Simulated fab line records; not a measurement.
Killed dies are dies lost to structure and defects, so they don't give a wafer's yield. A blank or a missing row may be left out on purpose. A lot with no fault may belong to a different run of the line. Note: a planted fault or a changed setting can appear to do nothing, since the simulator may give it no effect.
fab line records ; flow n5Finfet
record lots=9; wafers=27; lastDay=16
route steps=1938 shown BEOL_M4@1089 BEOL_M5@1113 PASSIVATION@1936
lots that met no fault: taken from a fault-free run of the same line
startH: start of the lot's first displayed wafer, in hours after the record's first day ; waitH: hours since the lot's step before ; " repeats the value in the row above ; L1.1+2: several wafers, shown together as one row ; - no value present, or no start provided ; * or withheld: withheld ; < > ~ a bound
route shown NAME@n: a module of which the file shows steps, and the number in the route of the first ; usual: mean and standard deviation over wafers with no fault ; same: alike in all rows ; chamber/n: place in a boat ; sites: readings site by site ; _std_site: the values' standard deviation ; _edge_site: the outer-site mean with the inner-site mean subtracted ; radiusMm: for every site, how far away it sits from the centre of the wafer ; mask NAME#n: copy n ; behind: the most recent tool/chamber to have shaped the wafer ; hold: what put the lot on hold/how long, in hours/how the hold closed ; device: transistor that didn't switch, given as n, p or np ; end of line: the tests these same wafers got at the end of their route ; a step without rows: its recipe alone ; killed: at the first sort, the dies lost to defects and structure; wafer yield is something else ; map: a wafer's dies, x killed, . not, _ none there
set.NAME: the setting that was run; set.NAME@STEP: the one run at that earlier step ; model.NAME: the simulator's own value behind a step, which no gauge read
the route's steps for a sample of lots (tables are steps, rows are wafers)
services: a tool's chamber out of use, with start hour (startH, from the record's first day; less than 0 if before it), hours out, and reason
## steps
# step N5_BEOL_M4_ANNEAL_82
# recipe tempC=400; timeS=240; ambient=vacuum
# usual heaterPowerW=845/80
lot.wafer;tool;chamber;startH;waitH;heaterPowerW
L170.1;pvdSputter-02;-;166.46;0.0;854
L170.3;pvdSputter-02;-;166.46;0.0;884
L170.5;pvdSputter-02;-;166.46;0.0;892
L171.3;pvdSputter-01;-;169.19;0.0;744
L171.4;pvdSputter-01;-;169.19;0.0;972
L171.5;pvdSputter-01;-;169.19;0.0;760
L174.3;pvdSputter-02;-;193.67;0.0;830
L174.5;pvdSputter-02;-;193.67;0.0;859
L174.6;pvdSputter-02;-;193.67;0.0;863
L175.2;pvdSputter-03;-;199.45;0.0;749
L175.3;pvdSputter-03;-;199.45;0.0;896
L175.4;pvdSputter-03;-;199.45;0.0;897
L178.1;pvdSputter-03;-;222.10;0.0;737
L178.4;pvdSputter-03;-;222.10;0.0;898
L178.6;pvdSputter-03;-;222.10;0.0;971
L179.3;pvdSputter-03;-;225.37;0.0;748
L179.4;pvdSputter-03;-;225.37;0.0;897
L179.5;pvdSputter-03;-;225.37;0.0;910
L180.2;pvdSputter-01;-;229.55;0.0;729
L180.3;pvdSputter-01;-;229.55;0.0;752
L180.6;pvdSputter-01;-;229.55;0.0;739
L185.2;pvdSputter-01;-;265.48;0.0;750
L185.3;pvdSputter-01;-;265.48;0.0;991
L185.4;pvdSputter-01;-;265.48;0.0;757
L187.1;pvdSputter-01;-;280.88;0.0;798
L187.2;pvdSputter-01;-;280.88;0.0;750
L187.6;pvdSputter-01;-;280.88;0.0;927
# step N5_BEOL_M4_SPUTTER_94
# recipe material=Cu; targetThkA=45; tempC=-20; chamberPressurePa=0.07; powerW=withheld; timeS=8.29
# usual chamberPressurePa=0.07/0.00015; throttleValvePct=29.9/1
lot.wafer;tool;chamber;startH;waitH;chamberPressurePa;throttleValvePct
L170.1;pvdSputter-02;-;167.48;0.1;0.07017;29.6
L170.3;pvdSputter-02;-;167.48;0.1;0.06991;32.8
L170.5;pvdSputter-02;-;167.48;0.1;0.06984;32.7
L171.3;pvdSputter-01;-;170.21;0.1;0.07046;29.1
L171.4;pvdSputter-01;-;170.21;0.1;0.06991;29.0
L171.5;pvdSputter-01;-;170.21;0.1;0.07022;30.2
L174.3;pvdSputter-02;-;194.69;0.1;0.06985;29.2
L174.5;pvdSputter-02;-;194.69;0.1;0.07001;29.7
L174.6;pvdSputter-02;-;194.69;0.1;0.06999;29.5
L175.2;pvdSputter-03;-;200.47;0.1;0.06977;30.2
L175.3;pvdSputter-03;-;200.47;0.1;0.06998;30.8
L175.4;pvdSputter-03;-;200.47;0.1;0.06999;29.1
L178.1;pvdSputter-03;-;223.12;0.1;0.0699;30.2
L178.4;pvdSputter-03;-;223.12;0.1;0.07006;29.3
L178.6;pvdSputter-03;-;223.12;0.1;0.06996;28.6
L179.3;pvdSputter-03;-;226.39;0.1;0.07006;30.2
L179.4;pvdSputter-03;-;226.39;0.1;0.07028;30.9
L179.5;pvdSputter-03;-;226.39;0.1;0.07037;31.1
L180.2;pvdSputter-01;-;230.57;0.1;0.07009;28.8
L180.3;pvdSputter-01;-;230.57;0.1;0.06987;30.2
L180.6;pvdSputter-01;-;230.57;0.1;0.07019;29.0
L185.2;pvdSputter-01;-;266.50;0.1;0.0702;28.9
L185.3;pvdSputter-01;-;266.50;0.1;0.07006;29.0
L185.4;pvdSputter-01;-;266.50;0.1;0.06979;30.1
L187.1;pvdSputter-01;-;281.90;0.1;0.06977;30.5
L187.2;pvdSputter-01;-;281.90;0.1;0.07026;28.8
L187.6;pvdSputter-01;-;281.90;0.1;0.07007;29.1
# step N5_BEOL_M4_PRE_CLEAN_60
# recipe gas=NH3/H2; timeS=15; tempC=*; rfPowerW=300
# usual heaterPowerOuterW=27/11; heaterPowerW=102/17
lot.wafer;tool;chamber;startH;waitH;heaterPowerOuterW;heaterPowerW
L170.1;cvdCo-02;1;168.54;0.0;35;125
L170.3;cvdCo-02;2;168.54;0.0;24;79
L170.5;cvdCo-02;0;168.54;0.0;45;119
L171.3;cvdCo-02;2;171.25;0.0;24;81
L171.4;cvdCo-02;1;171.25;0.0;36;122
L171.5;cvdCo-02;0;171.25;0.0;44;122
L174.3;cvdCo-02;2;196.94;0.0;24;82
L174.5;cvdCo-02;1;196.94;0.0;35;126
L174.6;cvdCo-02;0;196.94;0.0;44;119
L175.2;cvdCo-01;2;201.68;0.0;13;94
L175.3;cvdCo-01;1;201.68;0.0;14;97
L175.4;cvdCo-01;0;201.68;0.0;26;89
L178.1;cvdCo-02;2;224.30;0.0;25;81
L178.4;cvdCo-02;2;224.30;0.0;24;80
L178.6;cvdCo-02;1;224.30;0.0;37;126
L179.3;cvdCo-01;2;227.44;0.0;13;96
L179.4;cvdCo-01;0;227.44;0.0;27;89
L179.5;cvdCo-01;2;227.44;0.0;13;95
L180.2;cvdCo-01;2;231.62;0.0;14;94
L180.3;cvdCo-01;1;231.62;0.0;14;96
L180.6;cvdCo-01;0;231.62;0.0;27;90
L185.2;cvdCo-02;0;267.59;0.0;45;119
L185.3;cvdCo-02;1;267.59;0.0;36;126
L185.4;cvdCo-02;1;267.59;0.0;35;124
L187.1;cvdCo-02;1;282.94;0.0;36;125
L187.2;cvdCo-02;0;282.94;0.0;45;121
L187.6;cvdCo-02;2;282.94;0.0;25;79
# step N5_BEOL_M4_INSPECT_59
# recipe inspectInstrument=darkfield; mode=postDep
# usual rawDefectCount=73/23
lot.wafer;tool;chamber;startH;waitH;rawDefectCount
L170.1;defectInspect-01;-;168.79;0.0;57
L170.3;defectInspect-01;-;168.79;0.0;76
L170.5;defectInspect-01;-;168.79;0.0;92
L171.3;defectInspect-01;-;171.50;0.0;77
L171.4;defectInspect-01;-;171.50;0.0;66
L171.5;defectInspect-01;-;171.50;0.0;71
L174.3;defectInspect-02;-;197.19;0.0;142
L174.5;defectInspect-02;-;197.19;0.0;76
L174.6;defectInspect-02;-;197.19;0.0;127
L175.2;defectInspect-01;-;201.94;0.0;84
L175.3;defectInspect-01;-;201.94;0.0;93
L175.4;defectInspect-01;-;201.94;0.0;131
L178.1;defectInspect-01;-;224.55;0.0;69
L178.4;defectInspect-01;-;224.55;0.0;66
L178.6;defectInspect-01;-;224.55;0.0;89
L179.3;defectInspect-02;-;227.69;0.0;66
L179.4;defectInspect-02;-;227.69;0.0;71
L179.5;defectInspect-02;-;227.69;0.0;58
L180.2;defectInspect-02;-;231.87;0.0;43
L180.3;defectInspect-02;-;231.87;0.0;75
L180.6;defectInspect-02;-;231.87;0.0;62
L185.2;defectInspect-02;-;267.84;0.0;494
L185.3;defectInspect-02;-;267.84;0.0;46
L185.4;defectInspect-02;-;267.84;0.0;77
L187.1;defectInspect-02;-;283.22;0.0;66
L187.2;defectInspect-02;-;283.22;0.0;509
L187.6;defectInspect-02;-;283.22;0.0;54
# step N5_BEOL_M4_RC_MEAS_101
# usual DIBL_N=36.4/1.6; DIBL_P=35.9/2; IOFF_N=0.152/0.03; IOFF_P=0.20/0.032; ION_N=670/12; ION_P=459/7.3; SS_N=71.6/0.55; SS_P=73.2/0.69; VT_N=251/3.5; VT_P=-252/3.2
lot.wafer;tool;chamber;startH;waitH;DIBL_N[mV/V];DIBL_P[mV/V];IOFF_N[nA/um];IOFF_P[nA/um];ION_N[uA/um];ION_P[uA/um];SS_N[mV/dec];SS_P[mV/dec];VT_N[mV];VT_P[mV]
L170.1;prober-01;0;168.81;0.0;35.4;34.2;0.131;0.21;669;466;70.9;72.6;251;-247
L170.3;prober-01;0;168.81;0.0;36.6;36.3;0.148;0.23;671;463;70.6;73.3;251;-247
L170.5;prober-01;0;168.81;0.0;37.7;38.0;0.168;0.26;678;474;71.4;73.8;248;-246
L171.3;prober-01;0;171.84;0.3;36.7;33.8;0.139;0.18;656;449;71.5;72.7;254;-253
L171.4;prober-01;0;171.84;0.3;36.5;35.5;0.153;0.22;675;461;70.7;72.4;249;-250
L171.5;prober-01;0;171.84;0.3;37.9;37.1;0.177;0.24;671;466;71.4;73.3;248;-248
L174.3;prober-01;0;197.53;0.3;37.2;37.4;0.177;0.22;688;468;72.4;73.6;247;-248
L174.5;prober-01;0;197.53;0.3;35.7;35.0;0.148;0.19;679;459;71.9;72.8;251;-252
L174.6;prober-01;0;197.53;0.3;34.9;35.2;0.142;0.18;678;460;71.8;72.6;251;-250
L175.2;prober-01;0;202.12;0.2;35.9;36.7;0.156;0.19;681;459;71.3;72.8;250;-255
L175.3;prober-01;0;202.12;0.2;37.1;38.8;0.180;0.23;682;464;71.5;74.0;247;-248
L175.4;prober-01;0;202.12;0.2;36.8;38.9;0.170;0.22;681;464;71.7;73.8;249;-250
L178.1;prober-02;0;224.57;0.0;36.9;34.1;0.151;0.18;681;453;72.2;73.2;251;-255
L178.4;prober-02;0;224.57;0.0;36.9;34.5;0.152;0.19;680;468;71.7;73.0;251;-255
L178.6;prober-02;0;224.57;0.0;36.3;34.2;0.139;0.19;669;464;71.5;73.0;251;-251
L179.3;prober-01;0;228.07;0.4;39.0;39.5;0.203;0.21;686;461;72.2;73.6;248;-253
L179.4;prober-01;0;228.07;0.4;39.8;41.5;0.230;0.25;691;470;72.4;74.4;246;-251
L179.5;prober-01;0;228.07;0.4;35.8;36.2;0.138;0.17;666;453;71.7;73.2;253;-256
L180.2;prober-01;0;232.05;0.2;38.4;38.2;0.192;0.23;686;466;72.0;73.5;248;-249
L180.3;prober-01;0;232.05;0.2;35.7;35.4;0.151;0.20;686;472;72.2;73.9;253;-250
L180.6;prober-01;0;232.05;0.2;38.5;37.9;0.189;0.23;682;467;72.3;73.2;249;-250
L185.2;prober-02;0;268.02;0.2;36.4;33.2;0.152;0.16;665;445;71.5;72.6;252;-254
L185.3;prober-02;0;268.02;0.2;35.1;32.5;0.121;0.15;662;451;71.3;71.9;255;-254
L185.4;prober-02;0;268.02;0.2;34.6;32.4;0.122;0.15;655;445;70.8;72.6;255;-255
L187.1;prober-01;0;283.24;0.0;35.1;34.8;0.137;0.18;665;457;71.3;72.7;253;-251
L187.2;prober-01;0;283.24;0.0;36.5;37.0;0.164;0.22;690;466;71.9;71.8;248;-249
L187.6;prober-01;0;283.24;0.0;36.9;36.8;0.167;0.22;677;467;72.7;73.3;251;-251
# step N5_BEOL_M5_CURE_79
# recipe tempC=385; timeS=240; ambient=He/Ar; material=SiCOH_lowk
# usual lampPowerPct=52.32/0.051; wafer_temp_C_max=386.7/0.42
lot.wafer;tool;chamber;startH;waitH;lampPowerPct;wafer_temp_C_max
L170.1;uvCure-02;1;169.84;0.0;52.37;387.2
L170.3;uvCure-02;1;169.84;0.0;52.31;387.7
L170.5;uvCure-02;1;169.84;0.0;52.25;387.5
L171.3;uvCure-03;1;172.72;0.2;52.33;386.1
L171.4;uvCure-03;1;172.72;0.2;52.39;386.1
L171.5;uvCure-03;1;172.72;0.2;52.44;385.6
L174.3;uvCure-03;2;199.27;1.1;52.41;386.7
L174.5;uvCure-03;2;199.27;1.1;52.31;387.3
L174.6;uvCure-03;2;199.27;1.1;52.39;386.5
L175.2;uvCure-02;2;203.07;0.1;52.34;387.6
L175.3;uvCure-02;2;203.07;0.1;52.30;387.1
L175.4;uvCure-02;2;203.07;0.1;52.36;386.9
L178.1;uvCure-01;2;225.60;0.0;52.37;386.6
L178.4;uvCure-01;2;225.60;0.0;52.33;386.4
L178.6;uvCure-01;2;225.60;0.0;52.40;386.8
L179.3;uvCure-01;1;228.95;0.2;52.37;386.8
L179.4;uvCure-01;1;228.95;0.2;52.26;386.6
L179.5;uvCure-01;1;228.95;0.2;52.30;387.1
L180.2;uvCure-03;2;232.99;0.1;52.30;386.8
L180.3;uvCure-03;2;232.99;0.1;52.37;386.6
L180.6;uvCure-03;2;232.99;0.1;52.27;387.6
L185.2;uvCure-01;2;270.42;1.6;52.28;386.5
L185.3;uvCure-01;2;270.42;1.6;52.20;387.2
L185.4;uvCure-01;2;270.42;1.6;52.42;386.8
L187.1;uvCure-02;1;284.27;0.0;52.36;387.0
L187.2;uvCure-02;1;284.27;0.0;52.30;387.6
L187.6;uvCure-02;1;284.27;0.0;52.30;387.3
# step N5_BEOL_M5_INSPECT_13
# recipe mode=adi; inspectInstrument=brightfield
# usual rawDefectCount=443/110
lot.wafer;tool;chamber;startH;waitH;rawDefectCount
L170.1;defectInspect-01;-;171.86;0.1;666
L170.3;defectInspect-01;-;171.86;0.1;510
L170.5;defectInspect-01;-;171.86;0.1;565
L171.3;defectInspect-01;-;174.29;0.0;557
L171.4;defectInspect-01;-;174.29;0.0;382
L171.5;defectInspect-01;-;174.29;0.0;364
L174.3;defectInspect-01;-;201.98;0.0;488
L174.5;defectInspect-01;-;201.98;0.0;425
L174.6;defectInspect-01;-;201.98;0.0;585
L175.2;defectInspect-01;-;204.08;0.0;377
L175.3;defectInspect-01;-;204.08;0.0;405
L175.4;defectInspect-01;-;204.08;0.0;484
L178.1;defectInspect-01;-;226.86;0.1;303
L178.4;defectInspect-01;-;226.86;0.1;378
L178.6;defectInspect-01;-;226.86;0.1;323
L179.3;defectInspect-01;-;230.42;0.0;515
L179.4;defectInspect-01;-;230.42;0.0;625
L179.5;defectInspect-01;-;230.42;0.0;501
L180.2;defectInspect-01;-;236.31;0.0;374
L180.3;defectInspect-01;-;236.31;0.0;442
L180.6;defectInspect-01;-;236.31;0.0;423
L185.2;defectInspect-02;-;271.86;0.0;1129
L185.3;defectInspect-02;-;271.86;0.0;442
L185.4;defectInspect-02;-;271.86;0.0;673
L187.1;defectInspect-01;-;286.07;0.1;550
L187.2;defectInspect-01;-;286.07;0.1;1084
L187.6;defectInspect-01;-;286.07;0.1;527
# step N5_BEOL_M5_INSPECT_30
# recipe mode=adi; inspectInstrument=brightfield
# usual rawDefectCount=437/100
lot.wafer;tool;chamber;startH;waitH;rawDefectCount
L171.3;defectInspect-01;-;176.24;0.0;567
L171.4;defectInspect-01;-;176.24;0.0;376
L171.5;defectInspect-01;-;176.24;0.0;396
L170.1;defectInspect-01;-;176.56;0.1;688
L170.3;defectInspect-01;-;176.56;0.1;527
L170.5;defectInspect-01;-;176.56;0.1;504
L174.3;defectInspect-02;-;203.04;0.0;437
L174.5;defectInspect-02;-;203.04;0.0;363
L174.6;defectInspect-02;-;203.04;0.0;491
L175.2;defectInspect-02;-;207.02;0.0;325
L175.3;defectInspect-02;-;207.02;0.0;346
L175.4;defectInspect-02;-;207.02;0.0;416
L178.1;defectInspect-01;-;228.90;0.1;302
L178.4;defectInspect-01;-;228.90;0.1;386
L178.6;defectInspect-01;-;228.90;0.1;335
L179.3;defectInspect-02;-;231.65;0.0;457
L179.4;defectInspect-02;-;231.65;0.0;551
L179.5;defectInspect-02;-;231.65;0.0;478
L180.2;defectInspect-02;-;238.64;0.0;368
L180.3;defectInspect-02;-;238.64;0.0;400
L180.6;defectInspect-02;-;238.64;0.0;333
L185.2;defectInspect-02;-;273.19;0.0;1083
L185.3;defectInspect-02;-;273.19;0.0;454
L185.4;defectInspect-02;-;273.19;0.0;658
L187.1;defectInspect-02;-;287.95;0.1;483
L187.2;defectInspect-02;-;287.95;0.1;999
L187.6;defectInspect-02;-;287.95;0.1;471
# step N5_PASSIVATION_PROBE_49
# usual defectLimitedYield=91.7/1.2; killed_at_M0_to_M3=33/9.5; killed_at_M4_up=13/4.9; killedAtContacts=13/6.6; killedAtFrontEnd=36/11; killedAtOther=3.0/2.6; killedDies=97/14; killedOnRim=13/3.8; killedOpen=65/11; killedShort=31/6.6; sort_bin_5_function=4.8/0.82; sort_bin_6_memory=3.1/0.58; sort_bin_8_speed=0.00/0.02; sortNPass=1083/14; sortYieldPct=91.7/1.2
# same grossDies=1180; killedAtBackSide=0; sort_bin_4_leakage[%]=0
lot.wafer;tool;chamber;startH;waitH;defectLimitedYield[%];killed_at_M0_to_M3;killed_at_M4_up;killedAtContacts;killedAtFrontEnd;killedAtOther;killedDies;killedOnRim;killedOpen;killedShort;sort_bin_5_function[%];sort_bin_6_memory[%];sort_bin_8_speed[%];sortNPass;sortYieldPct[%]
L185.2;prober-02;-;368.07;0.1;83.6;40;90;27;36;0;193;31;76;35;9.5;5.6;0;987;83.6
L185.3;prober-02;-;368.12;0.1;91.2;31;11;28;30;4;104;9;71;32;5.2;3.3;0;1076;91.2
L185.4;prober-02;-;368.17;0.2;92.7;24;8;18;36;0;86;11;59;27;3.9;2.8;0;1094;92.7
L187.1;prober-02;-;378.76;0.0;93.2;34;5;12;22;7;80;12;52;28;4.2;2.4;0;1100;93.2
L187.2;prober-02;-;378.81;0.1;86.6;21;86;12;31;8;158;26;50;30;7.5;4.2;0;1022;86.6
L187.6;prober-02;-;379.01;0.3;91.7;35;10;19;32;2;98;15;59;39;4.7;3.3;0;1082;91.7
# killed by level:class
L185.2 BEOL_M4:unspecified=82 MOL_CONTACT_COAG:geometricParticle:open=21 BEOL_M2:geometricParticle:open=9 BEOL_M1:geometricParticle:open=9 BEOL_M0_SAQP:geometricParticle:open=8 FIN_SAQP:geometricParticle:open=7 BEOL_M0_SAQP:geometricParticle:short=7 STI_FIN_REVEAL:geometricParticle:open=6
L185.3 MOL_CONTACT_COAG:geometricParticle:open=23 BEOL_M2:geometricParticle:open=8 BEOL_M4:geometricParticle:open=7 GATE_CUT:geometricParticle:short=6 MOL_CONTACT_COAG:geometricParticle:short=5 BEOL_M1:geometricParticle:open=5 STI_FIN_REVEAL:geometricParticle:open=4 DUMMY_GATE:geometricParticle:open=4
L185.4 STI_FIN_REVEAL:geometricParticle:open=13 MOL_CONTACT_COAG:geometricParticle:open=12 MOL_CONTACT_COAG:geometricParticle:short=6 BEOL_M0_SAQP:geometricParticle:short=6 BEOL_M3:geometricParticle:open=5 DUMMY_GATE:geometricParticle:open=5 GATE_CUT:geometricParticle:short=5 STARTING-WAFER:geometricParticle:open=5
L187.1 BEOL_M1:geometricParticle:open=13 MOL_CONTACT_COAG:geometricParticle:open=10 BEOL_M2:geometricParticle:open=7 PAD_METAL:geometricParticle:short=5 FIN_SAQP:geometricParticle:short=4 BEOL_M0_SAQP:geometricParticle:open=3 BEOL_M1:geometricParticle:short=3 STARTING-WAFER:geometricParticle:open=3
L187.2 BEOL_M4:unspecified=78 FIN_SAQP:geometricParticle:open=8 MOL_CONTACT_COAG:geometricParticle:open=8 FIN_SAQP:geometricParticle:short=7 BEOL_M2:geometricParticle:open=6 BEOL_M0_SAQP:geometricParticle:open=5 BEOL_M4:geometricParticle:open=5 PAD_METAL:geometricParticle:short=5
L187.6 BEOL_M0_SAQP:geometricParticle:short=16 MOL_CONTACT_COAG:geometricParticle:open=14 FIN_SAQP:geometricParticle:open=8 BEOL_M0_SAQP:geometricParticle:open=8 BEOL_M2:geometricParticle:open=7 FIN_SAQP:geometricParticle:short=5 MOL_CONTACT_COAG:geometricParticle:short=5 BEOL_M4:geometricParticle:open=5
## services
tool;chamber;startH;hours;kind
pvdSputter-02;-;172.16;13.8;repair
cvdCo-02;-;186.70;2.8;pm
uvCure-03;-;219.51;2.8;pm
uvCure-03;-;225.37;2.1;pm
uvCure-03;-;253.21;24.2;repair
uvCure-02;-;257.90;22.2;pm
## key
firstSign step=N5_BEOL_M4_INSPECT_59; reading=rawDefectCount; direction=up; sigmas=19; usual=73; struck=502
effect step=N5_BEOL_M5_INSPECT_13; reading=rawDefectCount; direction=up; sigmas=6.3; usual=443; struck=1106
effect step=N5_BEOL_M5_INSPECT_30; reading=rawDefectCount; direction=up; sigmas=6; usual=437; struck=1041
effect step=N5_PASSIVATION_PROBE_49; reading=killed_at_M4_up; direction=up; sigmas=15; usual=13; struck=88
moreKillsBornAt N5_BEOL_M4_PRE_CLEAN_60@cvdCo-02=160
metAt N5_BEOL_M4_PRE_CLEAN_60
struckLots L185,L187
struckWafers L185.2,L187.2
notActingAt N5_BEOL_M4_ANNEAL_82,N5_BEOL_M4_SPUTTER_94,N5_BEOL_M5_CURE_79
onsetBetween 196.94 267.59
fault kind=chamberParticleSource; tool=cvdCo-02; chamber=0; onsetH=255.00; steps=N5_BEOL_M4_PRE_CLEAN_60; ratePerVisitCm2=0.66166; endH=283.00
